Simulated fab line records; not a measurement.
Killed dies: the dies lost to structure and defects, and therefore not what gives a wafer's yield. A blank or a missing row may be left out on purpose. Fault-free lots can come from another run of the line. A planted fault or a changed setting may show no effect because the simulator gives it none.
Chamber matching ; flow n5_finfet ; 4 sister chambers for N5_SD_EPI_N_SD_RECESS_17 on rie_si-04
The step chemistry HBr/Cl2/O2, target depth 41 nm, time 23.7 s, bt time 3 s. 20 wafers are shown with their chamber, then 10 later ones without.

== WAFERS WITH THEIR CHAMBER ==
wafer;chamber;throttle_valve_pct (%);oes_product_au (a.u.);mfc_cl2_sccm (sccm)
L074.1;3;36.69;1.021;80.22
L074.2;0;36.94;0.988;79.80
L074.5;2;36.78;1.023;79.71
L075.3;0;36.93;0.990;79.84
L075.4;2;36.75;1.030;80.24
L075.5;2;36.76;1.026;80.01
L077.3;3;36.68;1.007;80.00
L077.4;0;36.90;0.983;80.04
L077.5;3;36.69;1.010;79.82
L079.2;0;36.94;0.992;79.79
L079.3;3;36.68;1.016;80.05
L079.4;2;36.78;1.019;80.43
L082.1;3;36.68;1.019;79.85
L082.3;0;36.92;0.989;80.14
L082.4;1;37.12;1.009;80.16
L083.2;0;36.91;0.997;79.73
L083.3;3;36.68;1.015;80.01
L083.6;3;36.65;1.016;79.32
L086.3;0;36.94;0.988;79.89
L086.4;2;36.77;1.029;80.13

SIGNATURES (means of the wafers above)
reading;chamber 0;chamber 1;chamber 2;chamber 3;scatter within a chamber
throttle_valve_pct;36.9257;37.1200;36.7680;36.6786;0.0144
oes_product_au;0.98957;1.00900;1.02540;1.01486;0.00457
mfc_cl2_sccm;79.8900;80.1600;80.1040;79.8957;0.239
Rule: a wafer's distance from a chamber is the root of the sum, over the readings, of the square of ((its reading less the chamber's mean) divided by the reading's scatter). If the next closest chamber is less than 2 further off than the closest, the wafer can't be placed; otherwise it belongs to the closest. The scatter is the square root of a quotient: the sum, over the shown wafers, of each reading's squared deviation from its chamber's mean, divided by wafers minus chambers.

== WAFERS WITHOUT THEIR CHAMBER ==
wafer;throttle_valve_pct (%);oes_product_au (a.u.);mfc_cl2_sccm (sccm)
L086.5;36.93;0.981;80.38
L088.1;36.76;1.028;80.17
L088.2;36.92;0.989;80.22
L088.5;36.68;1.019;80.50
L092.1;36.93;0.993;80.18
L092.2;36.67;1.018;80.02
L092.5;36.68;1.014;79.81
L093.1;36.67;1.023;79.85
L093.4;36.67;1.027;79.78
L093.5;36.92;0.988;79.96

== EACH ONE'S CHAMBER ==
wafer;from the rows above;in truth
L086.5;0;0
L088.1;2;2
L088.2;0;0
L088.5;3;3
L092.1;0;0
L092.2;3;3
L092.5;3;3
L093.1;3;3
L093.4;3;3
L093.5;0;0
Placed correctly: 10 of 10. Not placeable from these rows: 0. 0 placed wrongly.
